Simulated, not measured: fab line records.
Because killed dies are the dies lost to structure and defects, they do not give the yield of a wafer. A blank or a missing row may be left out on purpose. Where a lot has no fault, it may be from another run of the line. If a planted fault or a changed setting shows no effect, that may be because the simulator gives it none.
A lot that was struck, set against a sound lot | flow n5 finfet | 23 out of 1938 route steps
Sound: these wafers, L848.2, L848.4, L848.6. Wafers struck: L867.3, L867.4, L867.6. The cause is named last.
For every step that has rows: the tool of each side, followed by ch and its chambers, followed by its first start. Under that, the readings that differ: sound wafers | struck wafers | difference of the means | sigmas: that difference in standard deviations of wafers without a fault.
alike: readings with means less than 2 such deviations apart, plus words and numbers identical on both sides. not compared: withheld readings, readings lacking a value on some wafer, bounds such as >300 that could conceal the same value, and numbers that have no deviation in the record and whose values overlap.
Wherever a step has rows on one side only, a row that says differs or no value, or a row with sigmas, the two part there. Non-overlapping numbers with no deviation appear without sigmas and do not part them. Lack of a reading on every wafer of one side parts them only where that side has two or more wafers.

first, 8 steps without rows for these wafers: N5_BEOL_M10_ANNEAL_51 (time 90 s); N5_BEOL_M10_CMP_52 (polishes, stops on SiCOH lowk, t overpolish 7 s, target thk 140 nm); N5_BEOL_M10_PRE_CLEAN_55 (time 15 s); N5_BEOL_M10_DEP_56 (deposits SiCN from 3MS/NH3, target thk 15 nm, time 26.5 s); N5_BEOL_M11_ILD_DEP_00 (deposits SiCOH lowk from DEMS/porogen, target thk 308.51 nm, time 58 s); N5_BEOL_M11_CURE_71 (cures SiCOH lowk, time 240 s); N5_BEOL_M11_PECVD_70 (deposits SiO2 from TEOS/O2, target thk 20 nm, time 22.7 s); N5_BEOL_M11_HM_DEP_02 (deposits TiN, target thk 20 nm).
N5_BEOL_M11_COAT_59: time 60 s, resist thk 100 nm.
  sound on litho track-01 ch 0, day 9 11:24; struck on litho track-01 ch 0, day 15 10:33
  reading                                   | sound                | struck               | difference | sigmas
  spin speed rpm (rpm)                      | 1498.5 1499.6 1500.4 | 1428.0 1427.6 1427.3 | -71.9      | -74
  model.SOC_of_BEOL_M11_COAT_59.thk nm (nm) | 99.8 100 99.4        | 102.2 102.6 102.4    | +2.7       |
  alike: heater power total W
then, 9 steps without rows for these wafers: N5_BEOL_M11_COAT_60 (time 60 s, resist thk 30 nm); N5_BEOL_M11_COAT_05 (resist thk 90 nm); N5_BEOL_M11_EBR_07; N5_BEOL_M11_SOFTBAKE_06 (time 60 s); N5_BEOL_M11_EXPOSE_08 (exposes mask M11); N5_BEOL_M11_PEB_09 (peb time 60 s); N5_BEOL_M11_DEVELOP_10 (develop time 30 s); N5_BEOL_M11_DESCUM_16 (chemistry O2, time 7.9 s); N5_BEOL_M11_ETCH_61 (etches SiARC in CF4, target depth 39 nm, time 65 s).
N5_BEOL_M11_ETCH_62: etches SOC in N2/H2, target depth 110 nm, overetch 22 nm, time 165 s.
  sound on rie diel-05 ch 0,1,2, day 9 12:02; struck on rie diel-05 ch 1,2, day 15 11:12
  reading                  | sound           | struck            | difference | sigmas
  model.etch.depth nm (nm) | 99.78 100 99.49 | 102.2 102.6 102.5 | +2.7       |
  alike: drypump motor current A, oes product au, rf vpp V, showerhead plenum p Torr, throttle valve pct
  not compared: rf hours counter h
then, 2 steps without rows for these wafers: N5_BEOL_M11_STRIP_68 (strips in N2/H2); N5_BEOL_M11_STRIP_67 (strips in CF4).
N5_BEOL_M11_HM_OPEN_17: chemistry Cl2/BCl3, target TiN, target depth 20 nm, overetch 6 nm.
  sound on rie metal-02 ch 0,1, day 9 12:13; struck on rie metal-02 ch 0,1, day 15 11:25
  reading                                   | sound      | struck         | difference | sigmas
  model.SOC_of_BEOL_M11_COAT_59.thk nm (nm) | 92 92 91.6 | 94.4 94.8 94.6 | +2.7       |
  alike: drypump motor current A, oes product au, throttle valve pct
  not compared: rf hours counter h
then, 1 step without rows for these wafers: N5_BEOL_M11_STRIP_19 (strips in O2).

## WHERE THEY PART
Within this record, at N5_BEOL_M11_COAT_59 only. Later steps at which nothing parts them and some readings are alike: N5_BEOL_M11_ETCH_62, N5_BEOL_M11_HM_OPEN_17.

WHY: what the simulator had put in
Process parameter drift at N5_BEOL_M11_COAT_59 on litho track-01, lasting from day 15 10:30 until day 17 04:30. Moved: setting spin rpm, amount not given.
